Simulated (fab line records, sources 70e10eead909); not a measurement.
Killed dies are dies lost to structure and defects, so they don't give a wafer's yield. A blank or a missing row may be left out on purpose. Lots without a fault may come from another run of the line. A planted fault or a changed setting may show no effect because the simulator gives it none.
Problem report in the 8D (eight disciplines) form, filled by code | flow nand_harc | the parts of the form that need people (team, actions taken, sign-off) are left out

1. THE PROBLEM
run_length_s at NHARC_THIN_TSV_ETCH_36 reads a mean of 34.0 s on 2 wafers of 2 lots; wafers without a fault read 39.6 s with a standard deviation of 0.4. That is -14 standard deviations from the usual mean.
The step: etches the open film in Cl2/BCl3, target depth 65 nm, time 18.571 s.
First seen on wafer L827.3, day 32 18:34, on rie_metal-02. The record holds 39 wafers of 13 lots with a number at this step. Rule for "out", or "out of limits": more than 4 standard deviations from the usual mean. The other wafers with a number count as sound.

2. WHAT IT IS AND WHAT IT IS NOT
question                    | is                | is not
which readings at this step | run_length_s      | drypump_motor_current_A, oes_product_au
which lots                  | L827, L828        | L807, L809, L810, L811, L812, L813, L814, L815, L816, L818, L823
which wafers of those lots  | L827.3, L828.6    | L827.4, L827.5, L828.2, L828.4
read on which tools         | rie_metal-02      | rie_metal-01, rie_metal-03
when                        | from day 32 18:34 | up to then (35 sound wafers); but 2 sound wafers of L828 came after

3. SUSPECTS, AND WHAT RULES EACH OUT
Counting: a tool at a process step up to the reading stays a suspect if it ran every lot that is out. Sound lots after the first of them don't rule it out here, since some wafers of a struck lot are sound.
- cmp-01 at NHARC_A_BONDPAD_CMP_19 (polishes, t overpolish 30 s, cu recess touch 16 s, target thk 169.82 nm): kept. It ran every lot that is out, first L827 (day 31 20:48); its last sound lot up to then is L813 (day 26 01:16).
- rie_metal-02 at NHARC_THIN_TSV_ETCH_36 (etches the open film in Cl2/BCl3, target depth 65 nm, time 18.571 s): kept. It ran every lot that is out, first L827 (day 32 18:34); its last sound lot up to then is L816 (day 27 05:41). Its own readings are out on those wafers: run_length_s.
- Within rie_metal-02 at NHARC_THIN_TSV_ETCH_36: the wafers that are out ran in chamber 0; their sound lot-mates ran in chamber 1.
Left after counting: cmp-01 at NHARC_A_BONDPAD_CMP_19, rie_metal-02 at NHARC_THIN_TSV_ETCH_36.

4. THE CAUSE (what the simulator had put in)
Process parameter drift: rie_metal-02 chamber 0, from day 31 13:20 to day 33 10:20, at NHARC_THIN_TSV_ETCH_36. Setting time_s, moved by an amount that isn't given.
Counting left 2 suspects, and this tool is among them.

5. THE CHAIN OF EFFECTS, in route order
Each row: a reading whose mean over the struck wafers that have a number lies more than 3 standard deviations from the usual. Only readings for which the record gives a usual standard deviation are gone through. hours: the time from each lot's start at the first step in this table that gives one to its start at this step, as a median over the lots. sigmas: the change in usual standard deviations.
hours | step                   | reading      | usual  | on struck wafers | change | sigmas
0     | NHARC_THIN_TSV_ETCH_36 | run_length_s | 39.6 s | 34.0             | -5.6   | -14
The process steps in it:
- NHARC_THIN_TSV_ETCH_36: etches the open film in Cl2/BCl3, target depth 65 nm, time 18.571 s.

6. WHAT WOULD HAVE CAUGHT IT SOONER
In this record the first reading out of limits was taken at day 32 18:34, 29 hours after the fault began at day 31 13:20.
